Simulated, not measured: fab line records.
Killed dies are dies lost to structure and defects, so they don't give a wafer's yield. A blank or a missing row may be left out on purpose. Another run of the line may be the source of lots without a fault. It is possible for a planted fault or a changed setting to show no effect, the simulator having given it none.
fab line records	flow nandHarc
record: lots: 12	wafers: 36	lastDay: 24
route steps=1159 shown A_CHANNEL_FILL_D1@492 A_STAIRCASE@531 END@1159
lots that met no fault: from a run of the same line without faults
startH: hours from the record's opening day to when the first of the lot's shown wafers began	waitH: hours from the lot's prior step to this one	" as in the row above	L1.1+2: one row covering several wafers at once	- no value, or no start given	* or withheld: withheld	< > ~ a bound
route shown NAME@n: NAME is a module with steps in the file, n the number in the route of the first one	usual: average and standard deviation across the fault-free wafers	same: alike in all rows	chamber/n: place in a boat	sites: per-site readings	_std_site: the values' standard deviation	_edge_site: outer sites' mean less inner sites'	radiusMm: how far each site lies from the wafer's centre	mask NAME#n: copy n	behind: tool/chamber where the wafer was last shaped	hold: reason for holding the lot/hours on hold/outcome of the hold	device: transistor that didn't switch, given as n, p or np	end of line: the same wafers' tests at the end of the route	step lacking rows: just its recipe	killed: count of dies lost to structure and defects at first sort (not the wafer's yield)	map: shows each die of a wafer: x if killed, . if not, _ if none is there
set.NAME: setting as actually run; set.NAME@STEP: the setting as run at that earlier step	model.NAME: the simulator's own value behind a step, which no gauge read
one table for each step of the route and one row for each wafer, over a sample of lots
services: when a tool's chamber went out of use (startH, in hours from the record's first day, below 0 if earlier), for how many hours, and the reason
== steps ==
step: NHARC_A_CHANNEL_FILL_D1_ALD_02
recipe: targetThkA: 60	pulseTimeS: 10	aldCycles: 60	tempC: 300	material: SiO2
usual: heaterPowerW: 489/41	precursorPulseHeightRel: 0.997/0.019
same: pulseTimeS: 10
lot.wafer	tool	chamber	startH	waitH	heaterPowerW	precursorPulseHeightRel
L817.2	aldHk-01	0	184.00	-	442	1.024
L817.1	"	1	"	"	513	0.976
L817.6	"	1	"	"	510	1.000
L819.1	aldHk-01	1	187.91	-	497	1.015
L819.2	"	2	"	"	507	1.025
L819.5	"	0	"	"	447	0.984
L821.4	aldHk-02	1	206.83	-	489	0.969
L821.3	"	2	"	"	497	1.023
L821.2	"	3	"	"	442	0.981
L820.1	aldHk-01	0	207.09	-	439	1.009
L820.6	"	2	"	"	522	1.008
L820.5	"	3	"	"	478	1.008
L822.4	aldHk-02	3	211.41	-	450	0.988
L822.1	"	0	"	"	543	0.983
L822.3	"	1	"	"	476	0.978
L823.3	aldHk-02	1	211.77	-	475	0.996
L823.5	"	1	"	"	488	1.003
L823.6	"	2	"	"	501	0.965
L826.1	aldHk-02	2	233.59	-	486	1.020
L826.4	"	3	"	"	454	0.981
L826.6	"	3	"	"	448	0.990
L825.2	aldHk-02	0	235.32	-	547	1.010
L825.3	"	1	"	"	493	0.991
L825.1	"	2	"	"	509	1.001
L827.4	aldHk-04	0	237.76	-	602	1.001
L827.2	"	3	"	"	474	1.025
L827.6	"	0	"	"	597	1.010
L832.2	aldHk-01	0	279.12	-	442	0.970
L832.1	"	1	"	"	496	0.982
L832.5	"	0	"	"	442	1.028
L830.2	aldHk-01	3	282.14	-	467	0.988
L830.4	"	0	"	"	439	1.010
L830.1	"	2	"	"	526	0.967
L836.3	aldHk-01	3	295.09	-	472	0.984
L836.6	"	1	"	"	485	0.992
L836.5	"	2	"	"	544	0.996
step: NHARC_A_CHANNEL_FILL_D1_ALD_15
recipe: targetThkA: 20	pulseTimeS: 60	aldCycles: 19	tempC: 630	pressureTorr: 2	material: SiNx
usual: chamberPressureTorr: 2.000/0.0044	precursorPulseHeightRel: 1.002/0.02
same: pulseTimeS: 60
lot.wafer	tool	chamber	startH	waitH	chamberPressureTorr	precursorPulseHeightRel
L817.1	aldSinBatch-03	0	-	-	2.003	1.034
L817.2	"	0	"	"	1.998	1.006
L817.6	"	0	"	"	2.005	1.053
L819.1	aldSinBatch-03	0	-	-	2.006	0.991
L819.2	"	0	"	"	2.003	1.022
L819.5	"	0	"	"	1.999	0.974
L820.1	aldSinBatch-02	0	-	-	1.998	0.993
L820.5	"	0	"	"	2.003	1.012
L820.6	"	0	"	"	1.999	0.972
L821.2	aldSinBatch-02	0	-	-	2.004	0.997
L821.3	"	0	"	"	1.998	0.985
L821.4	"	0	"	"	2.005	1.034
L822.1	aldSinBatch-01	0	-	-	1.991	1.000
L822.3	"	0	"	"	2.004	0.992
L822.4	"	0	"	"	1.994	1.007
L823.3	aldSinBatch-01	0	-	-	2.001	0.981
L823.5	"	0	"	"	1.998	0.993
L823.6	"	0	"	"	1.999	0.990
L825.1	aldSinBatch-02	0	-	-	1.994	1.012
L825.2	"	0	"	"	2.000	1.018
L825.3	"	0	"	"	2.002	0.977
L826.1	aldSinBatch-02	0	-	-	2.002	1.046
L826.4	"	0	"	"	1.999	1.029
L826.6	"	0	"	"	1.999	1.013
L827.2	aldSinBatch-03	0	-	-	1.993	1.031
L827.4	"	0	"	"	1.994	1.006
L827.6	"	0	"	"	1.996	1.011
L832.1	aldSinBatch-02	0	-	-	1.993	1.007
L832.2	"	0	"	"	1.989	0.995
L832.5	"	0	"	"	1.996	1.005
L830.1	aldSinBatch-01	0	-	-	2.001	1.014
L830.2	"	0	"	"	1.993	0.976
L830.4	"	0	"	"	1.996	0.988
L836.3	aldSinBatch-02	0	-	-	1.991	1.042
L836.5	"	0	"	"	2.003	0.996
L836.6	"	0	"	"	1.997	1.018
step: NHARC_A_CHANNEL_FILL_D1_ALD_25
recipe: targetThkA: 600	pulseTimeS: 10	aldCycles: 600	tempC: 300	material: SiOx
usual: heaterPowerW: 487/51	precursorPulseHeightRel: 0.998/0.018
same: pulseTimeS: 10
lot.wafer	tool	chamber	startH	waitH	heaterPowerW	precursorPulseHeightRel
L817.2	aldHk-01	1	222.63	0.1	514	1.045
L817.1	"	2	"	"	503	1.002
L817.6	"	1	225.13	2.6	496	1.007
L819.2	aldHk-04	2	223.38	0.8	434	1.014
L819.1	"	0	224.62	2.0	588	1.021
L819.5	"	1	"	"	428	1.024
L821.2	aldHk-04	2	243.56	0.7	428	1.024
L821.3	"	3	"	"	488	0.985
L821.4	"	0	"	"	599	1.008
L820.1	aldHk-02	0	244.19	1.3	527	1.005
L820.6	"	2	245.43	2.5	511	1.013
L820.5	"	3	"	"	445	0.988
L822.4	aldHk-01	1	250.44	0.1	499	0.976
L822.1	"	2	"	"	529	0.994
L822.3	"	3	"	"	467	1.020
L823.3	aldHk-02	1	252.29	1.9	481	0.987
L823.6	"	2	"	"	511	1.029
L823.5	"	3	"	"	446	0.997
L825.3	aldHk-04	0	270.02	0.1	592	1.016
L825.1	"	1	"	"	428	1.007
L825.2	"	3	271.88	1.9	478	0.998
L826.1	aldHk-02	1	271.24	1.3	483	0.955
L826.4	"	2	"	"	516	0.999
L826.6	"	0	273.09	3.1	525	1.021
L827.4	aldHk-04	2	276.77	1.3	434	0.968
L827.2	"	3	"	"	491	1.042
L827.6	"	1	278.60	3.2	431	0.996
L832.1	aldHk-01	1	316.08	0.7	493	0.983
L832.2	"	3	317.33	1.9	473	0.995
L832.5	"	1	318.57	3.2	494	0.970
L830.4	aldHk-02	2	317.72	2.3	501	0.976
L830.2	"	3	"	"	451	1.017
L830.1	"	0	"	"	564	1.026
L836.3	aldHk-01	1	331.30	0.7	488	0.992
L836.6	"	0	333.14	2.5	432	1.012
L836.5	"	1	"	"	495	0.995
step: NHARC_A_STAIRCASE_ETCH_169
recipe: targetDepthA: 500	timeS: 107.1	ionEnergyEv: 120	ch3fFlowSccm: 50	o2FlowSccm: 30	arFlowSccm: 200	rfW: 500	biasW: 100	chemistry: CH3F/O2
usual: chamberPressureMTorr: 24.998/0.024	drypumpMotorCurrentA: 5.76/0.28	oesProductAu: 0.946/0.017	rfVppV: 244.7/1.3	runLengthS: 128.5/0.37	showerheadPlenumPTorr: 2.48/0.076	throttleValvePct: 20.664/0.0089
lot.wafer	tool	chamber	startH	waitH	chamberPressureMTorr	drypumpMotorCurrentA	oesProductAu	rfHoursCounterH	rfVppV	runLengthS	showerheadPlenumPTorr	throttleValvePct
L817.1	rieDiel-11	1	239.43	2.1	24.963	5.83	0.922	17	244.1	128.5	2.49	20.658
L817.2	"	0	"	"	25.026	6.09	0.943	8	245.2	128.9	2.49	20.654
L817.6	"	1	"	"	24.957	5.83	0.931	-	244.5	128.6	2.49	20.666
L819.2	rieDiel-11	0	239.50	2.1	24.943	6.09	0.931	8	243.4	128.8	2.49	20.670
L819.1	"	2	"	"	24.991	5.39	0.917	17	246.7	129.0	2.57	20.676
L819.5	"	0	"	"	25.007	6.10	0.939	-	244.1	129.2	2.49	20.673
L821.2	rieDiel-11	1	256.20	0.1	25.038	5.84	0.977	22	244.6	128.6	2.49	20.668
L821.3	"	2	"	"	25.021	5.36	0.979	21	247.0	129.1	2.57	20.658
L821.4	"	3	"	"	24.972	5.48	0.950	21	245.0	128.3	2.50	20.673
L820.1	rieDiel-11	1	256.42	0.1	24.993	5.84	0.949	22	245.1	128.6	2.49	20.668
L820.6	"	3	"	"	24.962	5.51	0.945	-	245.6	128.7	2.50	20.679
L820.5	"	0	"	"	24.946	6.08	0.953	-	244.9	129.0	2.49	20.656
L822.3	rieDiel-03	2	263.66	0.1	24.991	5.87	0.951	12	245.8	128.7	2.56	20.673
L822.1	"	3	"	"	25.005	5.74	0.944	15	242.8	128.0	2.36	20.653
L822.4	"	3	"	"	24.999	5.72	0.948	-	244.7	127.7	2.36	20.674
L823.3	rieDiel-02	1	263.93	0.1	24.993	5.06	0.952	36	240.7	128.2	2.28	20.649
L823.5	"	2	"	"	24.957	5.64	0.942	-	243.6	128.2	2.40	20.667
L823.6	"	3	"	"	24.987	6.44	0.930	-	243.1	129.0	2.28	20.658
L825.2	rieDiel-11	0	283.06	0.1	24.986	6.08	0.974	24	244.4	128.6	2.48	20.663
L825.1	"	2	"	"	24.977	5.40	0.955	30	245.8	128.2	2.57	20.664
L825.3	"	3	"	"	25.005	5.51	0.940	32	244.9	128.6	2.50	20.659
L826.4	rieDiel-11	3	283.22	0.1	25.028	5.48	0.946	32	245.2	128.8	2.50	20.648
L826.1	"	2	"	"	24.997	5.38	0.958	30	246.7	128.7	2.57	20.666
L826.6	"	3	"	"	25.005	5.51	0.939	-	245.5	128.5	2.50	20.668
L827.2	rieDiel-03	2	289.31	0.1	25.024	5.88	0.942	21	244.8	128.4	2.56	20.658
L827.4	"	0	"	"	24.983	5.89	0.939	22	245.0	128.1	2.46	20.655
L827.6	"	2	"	"	25.008	5.88	0.940	-	245.1	128.6	2.56	20.673
L832.1	rieDiel-11	1	328.62	0.1	25.001	5.83	0.927	44	244.0	128.6	2.48	20.668
L832.2	"	3	"	"	25.030	5.54	0.915	47	245.0	128.1	2.49	20.664
L832.5	"	1	"	"	25.007	5.84	0.925	-	245.3	128.7	2.48	20.664
L830.2	rieDiel-11	0	328.94	0.1	25.041	6.08	0.951	37	244.7	140.1	2.48	20.670
L830.4	"	1	"	"	24.975	5.87	0.919	44	245.1	128.5	2.48	20.667
L830.1	"	2	"	"	24.970	5.39	0.940	46	246.4	128.6	2.56	20.655
L836.3	rieDiel-11	0	345.41	1.5	25.006	6.13	0.927	46	244.7	140.0	2.48	20.650
L836.6	"	2	"	"	24.993	5.38	0.941	-	246.1	128.3	2.56	20.664
L836.5	"	3	"	"	25.030	5.52	0.935	-	244.2	128.3	2.49	20.666
step: NHARC_END_SORT_01
recipe: tempC: 25
usual: killedAtArray: 28/11	killedAtOther: 0.5/0.85	killedAtPeriphery: 2.7/1.9	killedDies: 32/12	killedOpen: 3.3/1.6	killedShort: 2.1/1.5
same: grossDies: 677
lot.wafer	tool	chamber	startH	waitH	killedAtArray	killedAtOther	killedAtPeriphery	killedDies	killedOpen	killedShort
L820.1	prober-01	0	480.53	2.5	15	0	4	19	6	1
L820.5	prober-01	0	483.72	3.7	24	0	2	26	3	2
L820.6	prober-01	0	484.52	4.0	20	0	3	23	1	2
L821.2	prober-01	0	489.13	2.8	22	0	5	27	4	3
L821.3	prober-01	0	489.93	3.1	24	0	4	28	1	1
L821.4	prober-01	0	490.73	3.4	15	0	5	20	2	1
L825.2	prober-01	0	499.24	2.8	35	0	3	38	4	2
L825.3	prober-01	0	500.04	3.1	26	2	0	28	2	0
L832.1	prober-01	0	556.25	2.5	16	3	2	21	2	3
L832.2	prober-01	0	557.05	2.8	14	0	1	15	3	1
L832.5	prober-01	0	559.44	3.7	18	0	3	21	5	3
killed by level:class
L820.1 A_CHANNEL_HOLE_D1:chamberFilmFlake=5 A_CONTACT:chamberFilmFlake=3 P_M0:chamberFilmFlake=2 A_STAIRCASE:chamberFilmFlake=2 P_CONTACT:geometricParticle:open=1 P_M1:geometricParticle:short=1 A_SGD_CUT:geometricParticle:open=1 A_WL_FILL:geometricParticle:open=1
L820.5 A_CHANNEL_HOLE_D1:chamberFilmFlake=11 A_BLC:chamberFilmFlake=5 A_STAIRCASE:chamberFilmFlake=2 A_CONTACT:chamberFilmFlake=2 P_GATE:geometricParticle:short=1 P_GATE:geometricParticle:open=1 A_CHANNEL_HOLE_D1:geometricParticle:open=1 A_WL_FILL:geometricParticle:short=1
L820.6 A_BLC:chamberFilmFlake=8 A_CHANNEL_HOLE_D1:chamberFilmFlake=6 P_STI:chamberFilmFlake=2 A_STAIRCASE:chamberFilmFlake=2 A_CONTACT:chamberFilmFlake=2 P_M1:geometricParticle:short=1 A_CHANNEL_FILL_D1:geometricParticle:short=1 A_CONTACT:geometricParticle:open=1
L821.2 A_SLIT:chamberFilmFlake=11 A_WL_FILL:chamberFilmFlake=3 P_ZERO_WELL:chamberFilmFlake=2 P_GATE:geometricParticle:open=1 A_ONON_D1:geometricParticle:open=1 A_ONON_D1:geometricParticle:short=1 A_CHANNEL_FILL_D1:geometricParticle:open=1 A_WL_FILL:geometricParticle:short=1
L821.3 A_SLIT:chamberFilmFlake=13 A_CHANNEL_HOLE_D1:chamberFilmFlake=5 A_STAIRCASE:chamberFilmFlake=4 P_BONDPAD:chamberFilmFlake=3 P_M0:geometricParticle:open=1 A_SOURCE_PLATE:geometricParticle:short=1 A_WL_FILL:chamberFilmFlake=1
L821.4 A_SLIT:chamberFilmFlake=8 P_BONDPAD:chamberFilmFlake=3 A_CHANNEL_FILL_D1:geometricParticle:open=2 A_STAIRCASE:chamberFilmFlake=2 A_CHANNEL_HOLE_D1:geometricParticle:short=1 P_ZERO_WELL:chamberFilmFlake=1 P_GATE:chamberFilmFlake=1 A_CHANNEL_HOLE_D1:chamberFilmFlake=1
L825.2 A_CHANNEL_HOLE_D1:chamberFilmFlake=15 A_SLIT:chamberFilmFlake=12 A_STAIRCASE:chamberFilmFlake=2 P_GATE:geometricParticle:open=1 P_M0:geometricParticle:open=1 P_M1:geometricParticle:short=1 A_ONON_D1:geometricParticle:open=1 A_CONTACT:geometricParticle:short=1
L825.3 A_SLIT:chamberFilmFlake=13 A_CHANNEL_HOLE_D1:chamberFilmFlake=7 A_STAIRCASE:chamberFilmFlake=2 THIN_TSV:chamberFilmFlake=2 A_WL_FILL:geometricParticle:open=1 A_CONTACT:geometricParticle:open=1 A_CHANNEL_FILL_D1:chamberFilmFlake=1 A_BONDPAD:chamberFilmFlake=1
L832.1 A_CHANNEL_HOLE_D1:chamberFilmFlake=8 A_STAIRCASE:chamberFilmFlake=3 A_CONTACT:chamberFilmFlake=3 P_CONTACT:geometricParticle:open=1 A_ONON_D1:geometricParticle:short=1 A_WL_FILL:geometricParticle:short=1 STARTING-WAFER:geometricParticle:short=1 P_BONDPAD:chamberFilmFlake=1
L832.2 A_CHANNEL_HOLE_D1:chamberFilmFlake=4 A_STAIRCASE:chamberFilmFlake=4 A_CONTACT:chamberFilmFlake=2 P_CONTACT:geometricParticle:open=1 A_SGD_CUT:geometricParticle:short=1 A_CONTACT:geometricParticle:open=1 A_M0:geometricParticle:open=1 A_CHANNEL_FILL_D1:chamberFilmFlake=1
L832.5 A_CHANNEL_HOLE_D1:chamberFilmFlake=5 A_CONTACT:chamberFilmFlake=5 A_CHANNEL_FILL_D1:geometricParticle:open=2 P_M0:geometricParticle:open=1 P_M2:geometricParticle:short=1 A_ONON_D1:geometricParticle:open=1 A_CHANNEL_FILL_D1:chamberFilmFlake=1 A_SGD_CUT:geometricParticle:short=1
== services ==
tool	chamber	startH	hours	kind
rieDiel-11	0	171.42	-	clean
rieDiel-11	2	188.43	10.9	repair
aldHk-04	-	189.57	10.0	pm
rieDiel-11	-	191.53	9.0	pm
rieDiel-03	-	215.40	9.0	pm
rieDiel-11	0	223.77	14.4	repair
aldHk-01	-	228.00	10.0	pm
aldHk-01	0	228.00	10.0	ventCycle
aldHk-01	1	228.00	10.0	ventCycle
aldHk-01	2	228.00	10.0	ventCycle
aldHk-01	3	228.00	10.0	ventCycle
aldHk-04	-	231.84	2.0	repair
rieDiel-03	2	233.58	4.2	repair
aldHk-01	0	238.00	-	clean
aldHk-01	1	238.00	-	clean
aldHk-01	2	238.00	-	clean
aldHk-01	3	238.00	-	clean
rieDiel-03	0	259.93	7.7	repair
rieDiel-03	1	267.17	12.7	repair
rieDiel-11	-	272.47	0.4	repair
aldHk-02	-	281.52	10.0	pm
aldSinBatch-03	-	314.00	26.0	pm
rieDiel-02	-	328.06	9.0	pm
rieDiel-11	-	339.93	0.7	repair
== key ==
firstSign: step: NHARC_A_STAIRCASE_ETCH_169	reading: runLengthS	direction: up	sigmas: 32	usual: *	struck: *
effect none on later readings
metAt NHARC_A_STAIRCASE_ETCH_169
struckLots L830,L836
struckWafers L830.2,L836.3
testerLeftOut L830,L836
notActingAt NHARC_A_CHANNEL_FILL_D1_ALD_02,NHARC_A_CHANNEL_FILL_D1_ALD_15,NHARC_A_CHANNEL_FILL_D1_ALD_25
onsetBetween 283.06 328.94
fault: kind: processParameterDrift	tool: rieDiel-11	chamber: 0	onsetH: 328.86	steps: NHARC_A_STAIRCASE_ETCH_169	channel: timeS	offset: *	shape: step	endH: 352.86	actsIn: *	stated: *
testerLeftOut: of these lots the tester's yield and bins aren't shown, on N5 and GAA mostly nor the transistor test; their killed dies are dies lost to structure and defects alone, not to doping, threshold or leakage, so they don't give the yield
